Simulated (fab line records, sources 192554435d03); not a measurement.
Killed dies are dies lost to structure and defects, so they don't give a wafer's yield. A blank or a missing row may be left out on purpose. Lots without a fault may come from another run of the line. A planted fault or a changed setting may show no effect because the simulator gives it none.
Split-lot experiment | flow n5_finfet | 7 lots, 21 wafers read, on a route of 1938 steps

THE SPLIT
At N5_BEOL_M6_TRENCH_ETCH_37 (etches SiCOH lowk in C4F6/O2, target depth 94.435 nm, time 31.5 s), the setting bias_w was moved away from the recipe's 185 W on 8 of the 21 wafers read, by -14.3% to +10.7%. The other wafers ran this setting at the recipe's value.

The reading is taken at the split's own step.

THE READING
rf_vpp_V, in V, at N5_BEOL_M6_TRENCH_ETCH_37 (etches SiCOH lowk in C4F6/O2, target depth 94.435 nm, time 31.5 s). Fault-free wafers of this fab line usually give 672 V, standard deviation 18 V.

wafer  | tool, chamber at the split | bias_w as run, W | against the recipe | rf_vpp_V, V | against lot-mates on the recipe
L075.1 | rie_diel-06, 0             | 204.8            | +10.7%             | 699         | +50
L075.3 | rie_diel-06, 3             | 185              | recipe             | 658         | -
L075.6 | rie_diel-06, 0             | 185              | recipe             | 641         | -
L080.2 | rie_diel-04, 1             | 174.8            | -5.5%              | 661         | -35
L080.3 | rie_diel-04, 0             | 185              | recipe             | 696         | -
L080.5 | rie_diel-04, 0             | 174.8            | -5.5%              | 666         | -30
L085.3 | rie_diel-04, 0             | 185              | recipe             | 695         | -
L085.5 | rie_diel-04, 1             | 185              | recipe             | 691         | -
L085.6 | rie_diel-04, 0             | 185              | recipe             | 696         | -
L084.1 | rie_diel-06, 3             | 158.5            | -14.3%             | 580         | -87
L084.5 | rie_diel-06, 1             | 185              | recipe             | 689         | -
L084.6 | rie_diel-06, 0             | 185              | recipe             | 645         | -
L089.2 | rie_diel-06, 1             | 185              | recipe             | 689         | -
L089.5 | rie_diel-06, 2             | 185              | recipe             | 679         | -
L089.6 | rie_diel-06, 3             | 164              | -11.4%             | 596         | -88
L094.1 | rie_diel-06, 1             | 167.2            | -9.6%              | 636         | -21
L094.2 | rie_diel-06, 2             | 167.2            | -9.6%              | 624         | -33
L094.4 | rie_diel-06, 3             | 185              | recipe             | 657         | -
L096.1 | rie_diel-04, 1             | 202.5            | +9.5%              | 742         | +63
L096.3 | rie_diel-04, 0             | 185              | recipe             | 695         | -
L096.6 | rie_diel-04, 3             | 185              | recipe             | 663         | -

THE FIT
A straight line over all 21 wafers: rf_vpp_V changes by +5.31 V for each +1% of bias_w; r = +0.85; the points scatter about the line by 21 V.
The same after taking each lot's own level away (the mean of its wafers on the recipe; 21 wafers): +5.45 V for each +1%; r = +0.92; scatter 15 V.
On that fit, the largest move of bias_w shifts the reading by 78 V.
The lots' own levels span 649.5 to 696.0 V, that is 2.6 times the standard deviation above.
So the lot-to-lot level changes the slope little: the two slopes agree.
Check: with one of the wafers moved furthest among these (-14.3%) left out of the fit, the line predicts -73.9 V for it against its lot-mates. It came out at -87 V against them.
Tool readings at the split's step, against how far the setting was moved: rf_vpp_V r = +0.85.

OTHER SPLITS ON THESE WAFERS
These wafers also went through other splits before the reading. Each is held against what the fit with the lots' levels taken away leaves over:
other split on the same wafers | wafers away from the commonest value | r with rf_vpp_V (lot level and that fit taken away)
N5_BEOL_M6_EXPOSE_08 dose_mj   | 10                                   | +0.02
N5_BEOL_M6_ETCH_62 bias_w      | 7                                    | +0.34

THE FILE'S OWN FIT
rf_vpp_V changes by +5.75 V for each +1% of bias_w, r = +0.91.
